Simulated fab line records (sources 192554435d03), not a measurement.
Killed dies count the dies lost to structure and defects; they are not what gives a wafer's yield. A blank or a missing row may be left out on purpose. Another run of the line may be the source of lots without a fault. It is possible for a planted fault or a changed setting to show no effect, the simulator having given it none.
Struck lot and sound lot, side by side :: flow n5_finfet :: 34 steps out of a route of 1938
Sound: wafers L317.1, L317.2, L317.5. Struck: wafer L325.6 (L325.2, L325.5, from the same lot, were not struck and are left out); the cause is given at the end.
At each step with rows: each side's tool, then ch and its chambers, then its first start. Under that, the readings that differ: sound wafers :: struck wafers :: difference of the means :: sigmas: that difference in standard deviations of wafers without a fault.
alike: a reading whose means differ by less than 2 such deviations, as well as words and numbers matching on both sides. not compared: withheld readings; readings where some wafer has no value; bounds like >300 that might hide an equal value; numbers whose values overlap and for which the record gives no deviation.
The two part at a step that has a row with sigmas, a row that says differs or no value, or rows on one side only. When numbers do not overlap yet have no deviation, they are printed without sigmas and do not part them. A reading missing from all wafers of one side parts the sides only when that side holds two or more wafers.

first, 10 steps without rows for these wafers: N5_BEOL_M7_STRIP_36 (strips in N2/H2); N5_BEOL_M7_TRENCH_ETCH_37 (etches SiCOH lowk in C4F6/O2, target depth 93.478 nm, time 31.2 s); N5_BEOL_M7_ETCH_41 (etches SiCN in CH3F/O2, target depth 31.9 nm, time 57.8 s); N5_BEOL_M7_STRIP_80 (strips in N2/H2, time 10 s); N5_BEOL_M7_HM_STRIP_39 (strips TiN in peroxide tin strip, target depth 25 nm, time 158 s); N5_BEOL_M7_SRD_40 (time 30 s); N5_BEOL_M7_PRECLEAN_42 (cleans in residue remover, time 60 s); N5_BEOL_M7_SRD_43 (time 30 s); N5_BEOL_M7_CURE_75 (cures SiCOH lowk, time 120 s); N5_BEOL_M7_DEGAS_44 (time 60 s).
N5_BEOL_M7_PRE_CLEAN_45: time 30 s.
  struck on pvd_sputter-02, day 14 11:05; sound on pvd_sputter-03, day 15 02:24
  alike: heater_power_w
then, 22 steps without rows for these wafers: N5_BEOL_M7_ALD_77 (deposits TaN, target thk 2 nm, pulse time 2 s, purge time 3 s); N5_BEOL_M7_SURFACE_TREAT_79; N5_BEOL_M7_CVD_78 (deposits Co from CCTBA/H2, target thk 2 nm, time 142.3 s); N5_BEOL_M7_SPUTTER_48 (material Cu, target thk 10 nm, time 1.667 s); N5_BEOL_M7_ECD_50 (material Cu, target thk 300 nm); N5_BEOL_M7_ANNEAL_51 (time 90 s); N5_BEOL_M7_CMP_52 (polishes, stops on SiCOH lowk, t overpolish 6.9 s, target thk 80 nm); N5_BEOL_M7_PRE_CLEAN_55 (time 15 s); N5_BEOL_M7_DEP_56 (deposits SiCN from 3MS/NH3, target thk 10 nm, time 17.5 s); N5_BEOL_M8_ILD_DEP_00 (deposits SiCOH lowk from DEMS/porogen, target thk 179.75 nm, time 33.4 s); N5_BEOL_M8_CURE_74 (cures SiCOH lowk, time 240 s); N5_BEOL_M8_PECVD_70 (deposits SiO2 from TEOS/O2, target thk 20 nm, time 22.7 s); N5_BEOL_M8_HM_DEP_02 (deposits TiN, target thk 20 nm); N5_BEOL_M8_COAT_59 (time 60 s, resist thk 100 nm); N5_BEOL_M8_COAT_60 (time 60 s, resist thk 35 nm); N5_BEOL_M8_COAT_05 (resist thk 90 nm); N5_BEOL_M8_EBR_07; N5_BEOL_M8_SOFTBAKE_06 (time 60 s); N5_BEOL_M8_EXPOSE_08 (exposes mask M8); N5_BEOL_M8_PEB_09 (peb time 60 s); N5_BEOL_M8_DEVELOP_10 (develop time 30 s); N5_BEOL_M8_DESCUM_16 (chemistry O2, time 7.9 s).
-- record jumps: 3 days separate the struck wafers' starts on either side; left off in module BEOL_M8, taken up again in module PASSIVATION, whose first shown step is the route's number 1936 --
N5_PASSIVATION_PROBE_49:
  struck on prober-02, day 17 22:55; sound on prober-02, day 18 10:21
reading: defect_limited_yield (%)
sound: 91.4 92.2 91.3
struck: 81.5
difference: -10.1
sigmas: -7

reading: killed_at_M4_up
sound: 8 12 12
struck: 139
difference: +128
sigmas: +22

reading: killed_dies
sound: 102 92 103
struck: 218
difference: +119
sigmas: +7

reading: sort_bin_5_function (%)
sound: 5.5 4.9 5.2
struck: 11.5
difference: +6.3
sigmas: +7

reading: sort_bin_6_memory (%)
sound: 2.8 2.5 3.4
struck: 4.4
difference: +1.5
sigmas: +2

reading: sort_n_pass
sound: 1078 1088 1077
struck: 962
difference: -119
sigmas: -7

reading: sort_yield_pct (%)
sound: 91.4 92.2 91.3
struck: 81.5
difference: -10.1
sigmas: -7
  alike: killed_at_M0_to_M3, killed_at_contacts, killed_at_front_end, killed_at_other, killed_on_rim, killed_open, killed_short

## WHERE THEY PART
Within this record, at N5_PASSIVATION_PROBE_49 only.

WHY: what had been put in by the simulator
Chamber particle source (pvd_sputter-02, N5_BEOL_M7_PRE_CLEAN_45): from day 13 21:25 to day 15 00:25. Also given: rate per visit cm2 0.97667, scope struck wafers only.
